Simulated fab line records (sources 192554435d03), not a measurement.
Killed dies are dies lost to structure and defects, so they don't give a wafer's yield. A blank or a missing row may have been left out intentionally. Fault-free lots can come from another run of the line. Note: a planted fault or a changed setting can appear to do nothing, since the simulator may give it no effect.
A lot that was struck, set against a sound lot ; flow n5Finfet ; 23 steps out of a route of 1938
Sound: wafers L507.3, L507.4, L507.6. Wafers struck: L497.1, L497.2, L497.6. The cause is named last.
Order at every step that has rows: each side's tool, ch and its chambers, its first start. Under that, the readings that differ: sound wafers ; struck wafers ; difference of the means ; sigmas: that difference in standard deviations of wafers without a fault.
alike: same words and numbers on both sides, and readings whose means sit less than 2 such deviations apart. not compared: any withheld reading, any reading some wafer has no value for, any bound like >300 that may hide the same value, and any number with overlapping values for which the record gives no deviation.
The two part at a step that has a row with sigmas, a row that says differs or no value, or rows on one side only. Non-overlapping numbers with no deviation appear without sigmas and do not part them. Lack of a reading on every wafer of one side parts them only where that side has two or more wafers.

first, 9 steps without rows for these wafers: N5_BEOL_M14_EXPOSE_07 (exposes mask V13); N5_BEOL_M14_PEB_08 (peb time 90 s); N5_BEOL_M14_DEVELOP_09 (develop time 45 s); N5_BEOL_M14_HARDBAKE_14 (time 120 s); N5_BEOL_M14_DESCUM_15 (chemistry O2, time 7.9 s); N5_BEOL_M14_ETCH_59 (etches BARC in N2/H2, target depth 89 nm, overetch 26.7 nm, time 67.9 s); N5_BEOL_M14_VIA_ETCH_16 (etches SiO2 in C4F8/O2/Ar, target depth 1231.3 nm); N5_BEOL_M14_STRIP_63 (strips in O2); N5_BEOL_M14_STRIP_64 (strips in O2).
N5_BEOL_M14_STRIP_71: strips in post etch residue remover, time 60 s.
  sound on wetBench-04 ch 3,5,6, day 15 17:44; struck on wetBench-01 ch 0,2,7, day 13 18:21
then, 10 steps without rows for these wafers: N5_BEOL_M14_SRD_72 (time 30 s, dry time 30 s); N5_BEOL_M14_COAT_65 (time 60 s, resist thk 450 nm); N5_BEOL_M14_COAT_66 (time 60 s, resist thk 110 nm); N5_BEOL_M14_COAT_22 (resist thk 300 nm); N5_BEOL_M14_EBR_24; N5_BEOL_M14_SOFTBAKE_23 (time 60 s); N5_BEOL_M14_EXPOSE_25 (exposes mask M14, target cd 280 nm); N5_BEOL_M14_PEB_26 (peb time 90 s); N5_BEOL_M14_DEVELOP_27 (develop time 45 s); N5_BEOL_M14_HARDBAKE_32 (time 120 s).
N5_BEOL_M14_INSPECT_30: inspects for defects (macro).
  sound: defectInspect-01 at day 15 18:19; struck: defectInspect-01 at day 13 18:55
reading;sound;struck;difference;sigmas
rawDefectCount;2 1 0;>300 >300 >300;differs;
then, 1 step without rows for these wafers: N5_BEOL_M14_DESCUM_33 (chemistry O2, time 7.9 s).
N5_PASSIVATION_PROBE_49:
  rows exist in the record for the struck wafers here (prober-01, day 14 19:46), but not for the sound ones

## WHERE THEY PART
First at N5_BEOL_M14_INSPECT_30; last, within this record, at N5_PASSIVATION_PROBE_49.

WHY: the cause the simulator had injected
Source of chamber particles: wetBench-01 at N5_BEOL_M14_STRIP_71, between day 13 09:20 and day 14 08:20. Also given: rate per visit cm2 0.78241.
